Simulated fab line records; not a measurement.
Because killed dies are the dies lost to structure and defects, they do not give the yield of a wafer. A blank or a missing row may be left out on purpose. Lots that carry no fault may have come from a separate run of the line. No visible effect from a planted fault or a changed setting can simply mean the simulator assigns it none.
A struck lot beside a sound one / flow n5 finfet / 36 steps out of a route of 1938
Sound: the wafers L379.2, L379.5, L379.6. Struck: wafer L389.4 (left out: L389.1, L389.5 of the same lot, which were not struck); the cause appears at the end.
Each step with rows lists, per side, the tool, then ch with its chambers, then its first start. Under that, the readings that differ: sound wafers / struck wafers / difference of the means / sigmas: that difference in standard deviations of wafers without a fault.
alike: words and numbers the same on both sides, and readings whose means are apart by under 2 such deviations; not compared: readings that were withheld, readings missing a value for some wafer, numbers with overlapping values and no deviation given by the record, and bounds like >300 which may hide the same value.
A row with sigmas, a row that says differs or no value, or rows on one side alone: a step with any of these is where the two part. Non-overlapping numbers with no deviation appear without sigmas and do not part them. A reading that every wafer of one side lacks parts them only if that side has two wafers or more.

first, 9 steps without rows for these wafers: N5_MOL_CONTACT_COAG_DEVELOP_39 (develop time 30 s); N5_MOL_CONTACT_COAG_DESCUM_45 (chemistry O2, time 7 s); N5_MOL_CONTACT_COAG_ETCH_65 (etches underlayer in N2/H2, target depth 13 nm, time 10.4 s); N5_MOL_CONTACT_COAG_ETCH_66 (etches SiARC in CF4, target depth 13 nm, time 21.7 s); N5_MOL_CONTACT_COAG_ALD_133 (deposits SiO2, target thk 5 nm, pulse time 1 s, co reactant pulse time 1 s); N5_MOL_CONTACT_COAG_ETCHBACK_134 (etches SiO2 in CHF3, target depth 10 nm, time 6.7 s); N5_MOL_CONTACT_COAG_ETCH_67 (etches SOC in N2/H2, target depth 60 nm, overetch 21 nm, time 101.2 s); N5_MOL_CONTACT_COAG_STRIP_68 (strips in N2/H2); N5_MOL_CONTACT_COAG_STRIP_69 (strips in N2/H2).
N5_MOL_CONTACT_COAG_ETCHBACK_136: etches SiO2 in CHF3, target depth 25 nm, time 16.7 s.
  sound on rie diel-05 ch 1,2, day 6 11:38; struck on rie diel-05 ch 2, day 9 00:32
reading=oes product au (a.u.); sound=0.86 0.70 0.86; struck=0.61; difference=-0.20; sigmas=-2
reading=model.SOC_of_MOL_CONTACT_COAG_COAT_62.thk nm (nm); sound=57.4 57.2 57.2; struck=58.4; difference=+1.1; sigmas=
  alike: drypump motor current A, rf vpp V, showerhead plenum p Torr, throttle valve pct
  not compared: rf hours counter h
then, 1 step without rows for these wafers: N5_MOL_CONTACT_COAG_STRIP_120 (strips in CHF3).
N5_MOL_CONTACT_COAG_VIA_ETCH_117: etches SiO2 in C4F6/O2, target depth 40 nm, overetch 8 nm, time 26 s.
  sound on rie diel-05 ch 1,2, day 6 11:40; struck on rie diel-05 ch 2, day 9 00:34
reading=model.etch.depth nm (nm); sound=40.82 41.55 40.74; struck=46.44; difference=+5.40; sigmas=
reading=model.MOL_CONTACT_COAG.feature depth nm (nm); sound=40.8 41.6 40.8; struck=46.4; difference=+5.3; sigmas=
  alike: drypump motor current A, oes product au, rf vpp V, showerhead plenum p Torr, throttle valve pct
  not compared: rf hours counter h
N5_MOL_CONTACT_COAG_ETCH_124: etches SiNx in CH3F/O2, stops on SiOC, target depth 6.5 nm.
  sound on rie diel-05 ch 1,2, day 6 11:41; struck on rie diel-05 ch 2, day 9 00:35
reading=oes product au (a.u.); sound=0.75 0.62 0.74; struck=0.32; difference=-0.38; sigmas=-6
  alike: drypump motor current A, rf vpp V, showerhead plenum p Torr, throttle valve pct
  not compared: rf hours counter h
N5_MOL_CONTACT_COAG_ETCH_48: etches SiOC in C4F6/O2, target depth 15 nm, overetch 4.5 nm, time 17 s.
  sound on rie diel-05 ch 1,2, day 6 11:44; struck on rie diel-05 ch 2, day 9 00:38
reading=oes product au (a.u.); sound=0.66 0.53 0.75; struck=0.32; difference=-0.33; sigmas=-4
reading=model.SOC_of_MOL_CONTACT_COAG_COAT_62.thk nm (nm); sound=46.2 46.6 46; struck=47.2; difference=+0.9; sigmas=
  alike: drypump motor current A, rf vpp V, showerhead plenum p Torr, throttle valve pct
  not compared: rf hours counter h
then, 20 steps without rows for these wafers: N5_MOL_CONTACT_COAG_STRIP_72 (strips in N2/H2); N5_MOL_CONTACT_COAG_STRIP_49 (strips in N2/H2, time 30 s); N5_MOL_CONTACT_COAG_PRECLEAN_138 (cleans in alkaline clean, time 60 s); N5_MOL_CONTACT_COAG_SRD_139 (time 30 s); N5_MOL_CONTACT_COAG_PRE_CLEAN_121; N5_MOL_CONTACT_COAG_CVD_140 (deposits W, target thk 66.5 nm, time 215 s); N5_MOL_CONTACT_COAG_PRECLEAN_127 (cleans in DIW, time 57.5 s); N5_MOL_CONTACT_COAG_SRD_128 (dry time 32 s); N5_MOL_CONTACT_COAG_CMP_52 (polishes, stops on SiO2, t overpolish 1.5 s, target thk 66.5 nm); N5_MOL_CONTACT_COAG_ANNEAL_112 (time 1800 s); N5_BEOL_M0_SAQP_PECVD_00 (deposits SiCN from 3MS/NH3, target thk 8 nm, time 14 s); N5_BEOL_M0_SAQP_ILD_DEP_01 (deposits SiOC from DEMS/O2, target thk 45.419 nm, time 8.7 s); N5_BEOL_M0_SAQP_HM_DEP_02 (deposits TiN, target thk 12 nm); N5_BEOL_M0_SAQP_PECVD_03 (deposits SiCN from 3MS/NH3, target thk 12 nm, time 21.1 s); N5_BEOL_M0_SAQP_PECVD_96 (deposits a-Si from SiH4/He, target thk 45 nm, time 45.2 s); N5_BEOL_M0_SAQP_PECVD_97 (deposits SiNx from SiH4/NH3/N2, target thk 23 nm, time 19.9 s); N5_BEOL_M0_SAQP_PECVD_04 (deposits a-Si from SiH4/He, target thk 60 nm, time 60.2 s); N5_BEOL_M0_SAQP_HM_DEP_111 (deposits SiO2 from SiH4/N2O, target thk 12 nm, time 7.2 s); N5_BEOL_M0_SAQP_COAT_81 (time 60 s, resist thk 100 nm); N5_BEOL_M0_SAQP_COAT_82 (time 60 s, resist thk 30 nm).
N5_BEOL_M4_RC_MEAS_101:
  the record has rows for the sound wafers here (prober-02 ch 0, day 9 15:53) and none for the struck ones
-- a jump in the record: the struck wafers' starts before and after are 9 days apart (it breaks off in module BEOL_M4 and resumes in module PASSIVATION, where the first step shown is number 1936 of the route) --
N5_PASSIVATION_PROBE_49:
  sound on prober-01, day 13 23:59; struck on prober-01, day 18 04:10
reading=defect limited yield (%); sound=93.5 91.1 89.2; struck=0; difference=-91; sigmas=-65
reading=killed at contacts; sound=8 13 5; struck=1079; difference=+1070; sigmas=+99 or more
reading=killed dies; sound=77 105 128; struck=1180; difference=+1077; sigmas=+67
reading=killed on rim; sound=8 10 18; struck=152; difference=+140; sigmas=+35
reading=sort_bin_5_function (%); sound=3.6 4.5 6.1; struck=95.1; difference=+90.4; sigmas=+98
reading=sort n pass; sound=1103 1075 1052; struck=0; difference=-1077; sigmas=-63
reading=sort yield pct (%); sound=93.5 91.1 89.2; struck=0; difference=-91; sigmas=-65
  alike: killed_at_M0_to_M3, killed_at_M4_up, killed at front end, killed at other, killed open, killed short, sort_bin_6_memory

WHERE THEY PART
Last at N5_PASSIVATION_PROBE_49 as far as this record goes, first at N5_MOL_CONTACT_COAG_ETCHBACK_136.

WHY: the cause the simulator had injected
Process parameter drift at N5_MOL_CONTACT_COAG_ETCHBACK_136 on rie diel-05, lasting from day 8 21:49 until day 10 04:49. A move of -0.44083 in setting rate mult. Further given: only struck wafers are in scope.
